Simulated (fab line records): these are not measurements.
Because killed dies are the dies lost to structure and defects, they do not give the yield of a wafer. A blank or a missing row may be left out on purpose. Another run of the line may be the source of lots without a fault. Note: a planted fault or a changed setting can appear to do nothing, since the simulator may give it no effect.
Matching of chambers -- flow n5Finfet -- N5_BEOL_M2_ILD_DEP_00 on pecvd-02: 3 sister chambers
The step deposits SiOC from DEMS/O2, target thk 79 nm, time 15.3 s. 3 wafers are shown with their chamber, then 8 later ones without.

WAFERS WITH THEIR CHAMBER
wafer,chamber,showerheadVppV (V)
L248.1,1,1383
L249.4,0,1370
L251.1,2,1237

WAFERS WITHOUT THEIR CHAMBER
wafer,showerheadVppV (V)
L251.2,1374
L251.3,1365
L254.2,1383
L254.3,1387
L254.6,1391
L255.1,1243
L255.3,1383
L255.4,1224

THE CHAMBER EACH PASSED THROUGH
wafer,from the rows above,in truth
L251.2,can't be placed: 0 or 1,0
L251.3,0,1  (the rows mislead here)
L254.2,1,1
L254.3,1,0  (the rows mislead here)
L254.6,1,1
L255.1,2,2
L255.3,1,1
L255.4,2,2
5 of 8 placed correctly. Unplaceable from these rows: 1, with the true chamber sitting among the candidates in 1. 2 placed wrongly.
How it was worked out, from the rows above alone: a wafer's distance from a chamber is the root of the sum, over the readings, of the square of ((its reading less the chamber's mean) divided by the reading's scatter). If the next closest chamber is less than 2 further off than the closest, the wafer can't be placed; otherwise it belongs to the closest. Each chamber's mean is taken over the wafers shown for it. The scatter: with one shown wafer a chamber, the root of the mean of the squares of how far each hidden wafer lies from its nearest shown one.
